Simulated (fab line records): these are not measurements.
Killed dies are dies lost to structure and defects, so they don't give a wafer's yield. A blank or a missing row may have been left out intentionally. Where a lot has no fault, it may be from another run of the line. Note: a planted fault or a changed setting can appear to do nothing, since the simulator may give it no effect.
A struck lot beside a sound one / flow n5-finfet / 36 steps out of a route of 1938
Sound: these wafers, L344.1, L344.2, L344.5. Struck: wafer L358.6 (left out: L358.1, a lot-mate that was not struck); the cause follows at the end.
For every step that has rows: the tool of each side, followed by ch and its chambers, followed by its first start. Under that, the readings that differ: sound wafers / struck wafers / difference of the means / sigmas: that difference in standard deviations of wafers without a fault.
alike: a reading whose means differ by less than 2 such deviations, as well as words and numbers matching on both sides. not compared: withheld readings; readings where some wafer has no value; bounds like >300 that might hide an equal value; numbers whose values overlap and for which the record gives no deviation.
Wherever a step has rows on one side only, a row that says differs or no value, or a row with sigmas, the two part there. Numbers that have no deviation but don't overlap get no sigmas and don't part them. A reading that every wafer of one side lacks parts them only if that side has two wafers or more.

first, 8 steps without rows for these wafers: N5_BEOL_M5_ANNEAL_51 (time 90 s); N5_BEOL_M5_CMP_52 (polishes, stops on SiCOH lowk, t overpolish 6.9 s, target thk 62 nm); N5_BEOL_M5_PRE_CLEAN_77 (time 15 s); N5_BEOL_M5_CO_CAP_78 (material Co, precursor CCTBA/H2, target thk 2 nm, time 102.1 s); N5_BEOL_M5_PRE_CLEAN_55 (time 15 s); N5_BEOL_M5_DEP_56 (deposits SiCN from 3MS/NH3, target thk 8 nm, time 14 s); N5_BEOL_M6_ILD_DEP_00 (deposits SiCOH lowk from DEMS/porogen, target thk 179.75 nm, time 33.4 s); N5_BEOL_M6_CURE_74 (cures SiCOH lowk, time 240 s).
N5_BEOL_M6_PECVD_70: deposits SiO2 from TEOS/O2, target thk 20 nm, time 22.7 s.
  sound on pecvd-02 ch 0,2, day 9 00:51; struck on pecvd-02 ch 2, day 13 06:32
reading=model.SiO2_of_BEOL_M6_PECVD_70.thk-nm (nm); sound=20.6 19.8 20.6; struck=19; difference=-1; sigmas=
  alike: heater-power-w, showerhead-plenum-p-Torr, throttle-valve-pct
then, 25 steps without rows for these wafers: N5_BEOL_M6_HM_DEP_02 (deposits TiN, target thk 20 nm); N5_BEOL_M6_COAT_59 (time 60 s, resist thk 100 nm); N5_BEOL_M6_COAT_60 (time 60 s, resist thk 35 nm); N5_BEOL_M6_COAT_05 (resist thk 90 nm); N5_BEOL_M6_EBR_07; N5_BEOL_M6_SOFTBAKE_06 (time 60 s); N5_BEOL_M6_EXPOSE_08 (exposes mask M6); N5_BEOL_M6_PEB_09 (peb time 60 s); N5_BEOL_M6_DEVELOP_10 (develop time 30 s); N5_BEOL_M6_DESCUM_16 (chemistry O2, time 7.9 s); N5_BEOL_M6_ETCH_61 (etches SiARC in CF4, target depth 45.5 nm, time 75.8 s); N5_BEOL_M6_ETCH_62 (etches SOC in N2/H2, target depth 110 nm, overetch 22 nm, time 165 s); N5_BEOL_M6_STRIP_68 (strips in N2/H2); N5_BEOL_M6_STRIP_67 (strips in CF4); N5_BEOL_M6_HM_OPEN_17 (chemistry Cl2/BCl3, target TiN, target depth 20 nm, overetch 6 nm); N5_BEOL_M6_STRIP_19 (strips in O2); N5_BEOL_M6_COAT_63 (time 60 s, resist thk 60 nm); N5_BEOL_M6_COAT_64 (time 60 s, resist thk 12 nm); N5_BEOL_M6_COAT_71 (time 60 s, resist thk 5 nm); N5_BEOL_M6_COAT_22 (resist thk 30 nm); N5_BEOL_M6_EBR_24; N5_BEOL_M6_SOFTBAKE_23 (time 60 s); N5_BEOL_M6_EXPOSE_25 (exposes mask V5, target cd 40 nm); N5_BEOL_M6_PEB_26 (peb time 60 s); N5_BEOL_M6_DEVELOP_27 (develop time 30 s).
N5_BEOL_M6_HM_STRIP_39: strips TiN in peroxide tin strip, target depth 25 nm, time 158 s.
  sound on wet-bench-04 ch 4,5,6, day 9 03:20; struck on wet-bench-04 ch 3, day 13 10:22
reading=model.SiO2_of_BEOL_M6_PECVD_70.thk-nm (nm); sound=20.4 19.6 20.4; struck=18.8; difference=-1.3; sigmas=
  alike: bath-guard-temp-C
then, 1 step without rows for these wafers: N5_PASSIVATION_PROBE_49.

== WHERE THEY PART ==
Nowhere in this record.

WHY: what the simulator had put in
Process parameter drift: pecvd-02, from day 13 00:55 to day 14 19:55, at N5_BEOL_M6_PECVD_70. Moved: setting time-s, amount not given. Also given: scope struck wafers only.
